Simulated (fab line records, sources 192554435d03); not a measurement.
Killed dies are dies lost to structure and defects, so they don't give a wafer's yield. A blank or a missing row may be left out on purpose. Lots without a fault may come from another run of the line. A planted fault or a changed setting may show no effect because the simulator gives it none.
Chamber matching | flow n5_finfet | N5_BEOL_M3_DESCUM_16 on rie_diel-01: 4 sister chambers
The step chemistry O2, time 7 s. 8 wafers are shown with their chamber, then 9 later ones without.

WAFERS WITH THEIR CHAMBER
wafer  | chamber | showerhead_plenum_p_Torr (Torr) | throttle_valve_pct (%)
L078.2 | 0       | 2.22                            | 20.55
L088.1 | 0       | 2.21                            | 20.57
L088.3 | 1       | 2.19                            | 20.13
L089.4 | 1       | 2.19                            | 20.14
L089.5 | 2       | 1.98                            | 20.25
L090.1 | 2       | 1.98                            | 20.24
L090.2 | 3       | 2.15                            | 20.37
L090.5 | 3       | 2.15                            | 20.37

WAFERS WITHOUT THEIR CHAMBER
wafer  | showerhead_plenum_p_Torr (Torr) | throttle_valve_pct (%)
L092.2 | 2.21                            | 20.55
L092.3 | 1.98                            | 20.25
L092.4 | 2.15                            | 20.37
L094.2 | 2.15                            | 20.38
L094.3 | 2.21                            | 20.58
L094.5 | 2.21                            | 20.59
L097.1 | 2.19                            | 20.14
L097.3 | 2.21                            | 20.60
L097.5 | 2.19                            | 20.14

WHICH CHAMBER EACH WENT THROUGH
wafer  | from the rows above | in truth
L092.2 | 0                   | 0
L092.3 | 2                   | 2
L092.4 | 3                   | 3
L094.2 | 3                   | 3
L094.3 | 0                   | 0
L094.5 | 0                   | 0
L097.1 | 1                   | 1
L097.3 | 0                   | 0
L097.5 | 1                   | 1
Placed correctly: 9 of 9. Can't be placed from these rows: 0. Placed wrongly: 0.
How it was worked out, from the rows above alone: a wafer's distance from a chamber is the root of the sum, over the readings, of the square of ((its reading less the chamber's mean) divided by the reading's scatter). The wafer belongs to the nearest chamber; if the next one is less than 2 further off, it can't be placed. A chamber's mean is the mean of its shown wafers. The scatter: the root of (the sum of the squares of (reading less its chamber's mean) over the shown wafers, divided by (wafers less chambers)).
